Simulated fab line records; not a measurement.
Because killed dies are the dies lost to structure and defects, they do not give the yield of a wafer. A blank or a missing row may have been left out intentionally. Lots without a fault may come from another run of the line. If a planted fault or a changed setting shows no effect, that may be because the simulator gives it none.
The tool behind it: which one? | flow n5_finfet | 36 wafers from 12 lots sampled at 2 of the route's 1938 steps

== WHAT EACH GAUGE READ, for each wafer ==
N5_BEOL_M13_RS_MEAS_54: uses a four-point probe to measure.
lot  | measured     | on            | M13_RS (ohm/sq)
L076 | day 11 09:54 | film_metro-01 | 0.0444 0.0450 0.0448
L077 | day 12 05:00 | film_metro-02 | 0.0459 0.0448 0.0453
L079 | day 12 22:39 | film_metro-02 | 0.0443 0.0451 0.0449
L083 | day 13 16:53 | film_metro-01 | 0.0436 0.0441 0.0433
L082 | day 14 00:14 | film_metro-01 | 0.0441 0.0440 0.0437
L085 | day 14 17:53 | film_metro-01 | 0.0456 0.0447 0.0448
L089 | day 15 01:24 | film_metro-01 | 0.0448 0.0458 0.0441
L088 | day 15 07:29 | film_metro-01 | 0.0442 0.0446 0.0440
L092 | day 15 21:13 | film_metro-01 | 0.0455 0.0442 0.0454
L091 | day 16 01:38 | film_metro-02 | 0.0444 0.0453 0.0452
L094 | day 17 00:33 | film_metro-02 | 0.0449 0.0439 0.0442
L096 | day 18 03:45 | film_metro-01 | 0.0454 0.0451 0.0448

== WHICH TOOL RAN EACH LOT (tool, then ch and the chambers of the sampled wafers, then the start) ==
lot  | N5_BEOL_M13_ANNEAL_48
L076 | rtp_anneal-01 ch 0, day 11 09:13
L077 | rtp_anneal-02 ch 0, day 12 04:25
L079 | rtp_anneal-01 ch 0, day 12 21:59
L083 | rtp_anneal-02 ch 0, day 13 16:11
L082 | rtp_anneal-01 ch 0, day 13 23:34
L085 | rtp_anneal-01 ch 0, day 14 17:09
L089 | rtp_anneal-01 ch 0, day 15 00:46
L088 | rtp_anneal-01 ch 0, day 15 06:49
L092 | rtp_anneal-01 ch 0, day 15 20:32
L091 | rtp_anneal-02 ch 0, day 16 00:53
L094 | rtp_anneal-01 ch 0, day 16 23:44
L096 | rtp_anneal-01 ch 0, day 18 03:10
- N5_BEOL_M13_ANNEAL_48: time 90 s.

== THE ANSWER, worked out from the rows above alone ==
Rule: the usual values come from the lots themselves. The widest of any qualifying gaps counts: lots, ordered by their means at a reading, are off when they make up no more than a third of the lots, leave a main group of 4 or more, and stand apart from it by 3 or more times the standard deviation of that group's means. A main group whose means are all the same, to the digits that the tables above print for the reading, isn't used. Also off: a lot with no number at a reading for which 4 or more lots have one. Where the step has rows for the other lots, those lots are counted as sound.
None of the lots is off at any reading shown; this tells nothing.

== WHAT THE SIMULATOR HAD PUT IN ==
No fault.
